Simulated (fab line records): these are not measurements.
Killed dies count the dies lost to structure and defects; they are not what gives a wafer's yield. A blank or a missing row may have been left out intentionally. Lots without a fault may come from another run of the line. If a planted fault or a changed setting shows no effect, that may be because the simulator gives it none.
Chamber matching -- flow n5Finfet -- N5_BEOL_M11_DESCUM_16 on rieDiel-03 has 4 sister chambers
The step chemistry O2, time 7.9 s. 4 wafers are shown with their chamber, then 11 later ones without.

== WAFERS WITH THEIR CHAMBER ==
wafer,chamber,showerheadPlenumPTorr (Torr)
L085.1,0,2.05
L085.2,3,2.13
L085.5,1,2.14
L084.1,2,2.20

== WAFERS WHOSE CHAMBER IS MISSING ==
wafer,showerheadPlenumPTorr (Torr)
L084.2,2.05
L084.6,2.05
L092.1,2.12
L092.2,2.20
L092.3,2.04
L092.4,2.20
L092.5,2.04
L092.6,2.12
L097.3,2.12
L097.4,2.04
L097.6,2.04

== CHAMBER TAKEN BY EACH ==
wafer,from the rows above,in truth
L084.2,0,0
L084.6,0,0
L092.1,can't be placed: 3 or 1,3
L092.2,2,2
L092.3,0,0
L092.4,2,2
L092.5,0,0
L092.6,can't be placed: 3 or 1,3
L097.3,can't be placed: 3 or 1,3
L097.4,0,0
L097.6,0,0
8 of 11 placed correctly. Cannot be placed on the basis of these rows: 3; the candidates contain the true chamber in 3. Number placed wrongly: 0.
How it was worked out, from the rows above alone: a wafer's distance from a chamber is the root of the sum, over the readings, of the square of ((its reading less the chamber's mean) divided by the reading's scatter). The wafer belongs to the nearest chamber; if the next one is less than 2 further off, it can't be placed. Each chamber's mean is taken over the wafers shown for it. The scatter: with one shown wafer a chamber, the root of the mean of the squares of how far each hidden wafer lies from its nearest shown one.
